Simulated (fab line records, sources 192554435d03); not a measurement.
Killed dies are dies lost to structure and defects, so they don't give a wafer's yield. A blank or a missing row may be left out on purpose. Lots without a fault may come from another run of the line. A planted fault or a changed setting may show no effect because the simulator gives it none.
Which tool did it? | flow n5_finfet | 11 lots, 33 wafers sampled, at 2 steps of a route of 1938

WHAT THE GAUGES READ, wafer by wafer
N5_BEOL_M7_INSPECT_30: inspects for defects (brightfield). Usual: raw_defect_count 412, standard deviation 93.
lot  | measured     | on                | raw_defect_count | flag
L535 | day 9 21:51  | defect_inspect-01 | 531 413 452      |
L536 | day 10 12:03 | defect_inspect-01 | 360 441 448      |
L537 | day 10 18:34 | defect_inspect-01 | 216 281 344      |
L539 | day 11 05:42 | defect_inspect-02 | 331 369 269      |
L541 | day 12 00:22 | defect_inspect-02 | 371 405 328      |
L544 | day 12 09:49 | defect_inspect-02 | 471 419 381      |
L546 | day 13 09:39 | defect_inspect-01 | 386 313 429      |
L547 | day 13 09:32 | defect_inspect-02 | 327 670 347      |
L548 | day 13 11:44 | defect_inspect-01 | 369 441 305      |
L549 | day 14 05:43 | defect_inspect-01 | 377 383 515      |
L552 | day 14 12:20 | defect_inspect-01 | 293 456 461      |

WHICH TOOL RAN EACH LOT (tool, then ch and the chambers of the sampled wafers, then the start)
lot  | N5_BEOL_M7_STRIP_19
L535 | rie_diel-02 ch 0,1,2, day 9 20:19
L536 | rie_diel-04 ch 0,2, day 10 11:04
L537 | rie_diel-05 ch 1,3, day 10 14:38
L539 | rie_diel-02 ch 0,1,3, day 11 03:36
L541 | rie_diel-05 ch 1,2,3, day 11 23:10
L544 | rie_diel-04 ch 0,1, day 12 06:28
L546 | rie_diel-04 ch 0,1, day 13 07:37
L547 | rie_diel-02 ch 0,2,3, day 13 07:52
L548 | rie_diel-05 ch 0,3, day 13 11:09
L549 | rie_diel-05 ch 0,1,3, day 14 02:57
L552 | rie_diel-02 ch 0,2,3, day 14 09:26
- N5_BEOL_M7_STRIP_19: strips in O2.

WHAT THE TOOLS THEMSELVES READ (means of the sampled wafers that have a number; where no wafer has one, the mark that the record gives instead)
N5_BEOL_M7_STRIP_19. Usual: drypump_motor_current_A 5.9 A, standard deviation 0.55; oes_product_au 0.82 a.u., standard deviation 0.099; rf_vpp_V 3.6 V, standard deviation 0.61; showerhead_plenum_p_Torr 2.11 Torr, standard deviation 0.079; throttle_valve_pct 16.61 %, standard deviation 0.2.
lot  | tool        | drypump_motor_current_A (A) | oes_product_au (a.u.) | rf_vpp_V (V) | showerhead_plenum_p_Torr (Torr) | throttle_valve_pct (%) | flag
L535 | rie_diel-02 | 6.0                         | 0.93                  | 3.7          | 2.13                            | 16.55                  |
L536 | rie_diel-04 | 5.5                         | 0.88                  | 3.8          | 2.15                            | 16.70                  |
L537 | rie_diel-05 | 6.1                         | 0.76                  | 3.6          | 2.02                            | 16.59                  |
L539 | rie_diel-02 | 5.9                         | 0.88                  | 2.9          | 2.11                            | 16.53                  |
L541 | rie_diel-05 | 6.2                         | 0.79                  | 4.0          | 2.03                            | 16.65                  |
L544 | rie_diel-04 | 5.4                         | 0.92                  | 3.7          | 2.13                            | 16.53                  |
L546 | rie_diel-04 | 5.4                         | 0.90                  | 3.4          | 2.13                            | 16.54                  |
L547 | rie_diel-02 | 6.1                         | 0.83                  | 3.2          | 2.13                            | 16.70                  |
L548 | rie_diel-05 | 6.1                         | 0.74                  | 3.6          | 2.05                            | 16.64                  |
L549 | rie_diel-05 | 5.8                         | 0.72                  | 3.8          | 2.05                            | 16.67                  |
L552 | rie_diel-02 | 6.1                         | 0.81                  | 4.0          | 2.13                            | 16.72                  |

THE ANSWER, worked out from the rows above alone
Rule: a lot is off if the mean of its wafers that have a number lies more than 3 standard deviations from the usual mean. A lot without any number at a reading at which 4 lots or more have one is off too. The other lots that the step has rows for count as sound. The gauges are gone through in route order, then the tools' own readings, and for those a lot's mean is taken as printed above. The first step at which some lot is off is used, and at that step the reading that is off furthest; a lot without a number counts as furthest.
No lot is off at any reading shown: from this, nothing can be told.

WHAT THE SIMULATOR HAD PUT IN
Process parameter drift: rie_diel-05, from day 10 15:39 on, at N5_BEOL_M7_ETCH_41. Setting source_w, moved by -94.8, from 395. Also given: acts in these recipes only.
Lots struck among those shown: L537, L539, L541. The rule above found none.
